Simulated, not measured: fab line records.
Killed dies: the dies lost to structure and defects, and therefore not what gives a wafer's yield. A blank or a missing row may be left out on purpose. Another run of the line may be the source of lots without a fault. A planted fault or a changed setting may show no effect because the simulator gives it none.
Problem report, 8D (eight disciplines) form, completed by code    flow n5 finfet    the parts of the form that need people (team, actions taken, sign-off) are left out

1. THE PROBLEM
killed on rim at N5_PASSIVATION_PROBE_49 reads a mean of 48 on 3 wafers of 2 lots; wafers without a fault read 14 with a standard deviation of 3.5. That puts it +9.7 standard deviations away from the usual mean.
Seen first at day 16 23:06 on prober-02, wafer L678.4. Wafers with a number at this step in the record: 10, from 4 lots. Rule for "out" (also "out of limits"): further than 4 standard deviations from the usual mean. All remaining wafers that have a number are taken as sound.

2. WHAT IT IS, WHAT IT ISN'T
question                     is                      is not
which readings at this step  killed on rim           killed_at_M0_to_M3, killed_at_M4_up, killed at contacts, killed at other, killed open, killed short, sort_bin_5_function, sort_bin_6_memory, sort_bin_8_speed
which lots                   L678, L681              L673, L676
which wafers of those lots   L678.4, L681.3, L681.6  L678.1, L678.5, L681.1
read on which tools          prober-02               prober-01
when                         from day 16 23:06       up to then (5 sound wafers); but 2 sound wafers of L678, L681 came after

3. WHAT RULES OUT EACH SUSPECT
Counting: if a tool at a process step up to the reading ran every lot that is out, it stays a suspect. Sound lots after the first of them don't rule it out here, since some wafers of a struck lot are sound.
- ald sin-04 at N5_SPACER0_ALD_08 (deposits SiNx, target thk 2 nm): kept. It processed each lot that is out (first: L678, day 6 05:58); up to then, its last sound lot is L676 (day 5 19:52).
- pecvd-01 at N5_PASSIVATION_PECVD_00 (deposits SiO2 from SiH4/N2O, target thk 200 nm, time 11.2 s): kept. It processed each lot that is out (first: L678, day 16 09:34); up to then, its last sound lot is L673 (day 14 23:48).
- prober-02 at N5_PASSIVATION_PROBE_49: kept. It processed each lot that is out (first: L678, day 16 22:57); up to then, its last sound lot is L673 (day 15 11:08). Out on those wafers are its own readings of killed on rim.
- Within ald sin-04 at N5_SPACER0_ALD_08: the wafers that are out ran in chamber 3; their sound lot-mates ran in chambers 0, 1.
ald sin-04 at N5_SPACER0_ALD_08, pecvd-01 at N5_PASSIVATION_PECVD_00 and prober-02 at N5_PASSIVATION_PROBE_49 are what is left after counting.

4. THE CAUSE (what the simulator had put in)
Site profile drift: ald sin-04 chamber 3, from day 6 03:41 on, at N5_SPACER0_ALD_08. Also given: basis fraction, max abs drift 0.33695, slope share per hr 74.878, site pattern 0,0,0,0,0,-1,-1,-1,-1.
This tool is one of the 3 suspects left after counting.

5. THE CHAIN OF EFFECTS, in route order
One row per reading whose mean, taken over the struck wafers that have a number, lies over 3 standard deviations from the usual. Readings are gone through only where the record gives a usual standard deviation; hours: the median, over the lots, of the time from a lot's start at the first step in this table giving one to that lot's start at this step; sigmas: the change measured in usual standard deviations.
hours  step                     reading              usual  on struck wafers  change  sigmas
0      N5_PASSIVATION_PROBE_49  killed at front end  37     73                +36     +3.6
0      N5_PASSIVATION_PROBE_49  killed on rim        14     48                +34     +9.7
Its process steps:
- N5_PASSIVATION_PROBE_49

6. HOW IT WOULD HAVE BEEN CAUGHT EARLIER
First out-of-limits reading in this record: day 16 23:06, which is 259 hours after fault onset at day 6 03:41.
Of the tool readings at N5_SPACER0_ALD_08 for which the record gives a usual standard deviation, none was out on any struck wafer, so an alarm limit of 4 standard deviations on them would not have fired.
All the lots that are out (2) had begun N5_SPACER0_ALD_08 on ald sin-04 by day 16 23:06. Holding the tool at that point would not have protected any of them.
